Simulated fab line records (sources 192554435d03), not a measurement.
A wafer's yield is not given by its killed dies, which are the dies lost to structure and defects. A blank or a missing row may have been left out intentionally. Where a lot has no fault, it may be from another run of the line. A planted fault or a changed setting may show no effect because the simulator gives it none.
Matching of chambers ; flow n5-finfet ; N5_BEOL_M2_PECVD_72 on pecvd-04: 3 sister chambers
The step deposits SiO2 from TEOS/O2, target thk 16 nm, time 18 s. 3 wafers are shown with their chamber, then 8 later ones without.

## EACH WAFER AND ITS CHAMBER
wafer;chamber;throttle-valve-pct (%)
L086.2;1;25.2
L086.5;2;22.2
L087.2;0;22.8

## WAFERS MISSING THEIR CHAMBER
wafer;throttle-valve-pct (%)
L087.3;22.2
L087.4;21.9
L091.1;22.9
L091.2;24.9
L091.5;25.2
L093.1;22.8
L093.2;22.2
L093.3;22.3

## THE CHAMBER EACH PASSED THROUGH
wafer;from the rows above;in truth
L087.3;2;2
L087.4;2;2
L091.1;0;0
L091.2;1;1
L091.5;1;1
L093.1;0;0
L093.2;2;2
L093.3;2;2
8 of 8 placed correctly. Left unplaced by these rows: 0. Number placed wrongly: 0.
How it was worked out, from the rows above alone: a wafer's distance from a chamber is the root of the sum, over the readings, of the square of ((its reading less the chamber's mean) divided by the reading's scatter). The wafer belongs to the nearest chamber; if the next one is less than 2 further off, it can't be placed. Each chamber's mean is taken over the wafers shown for it. The scatter: root of mean squared gap, hidden wafer to nearest shown wafer, with one shown wafer a chamber.
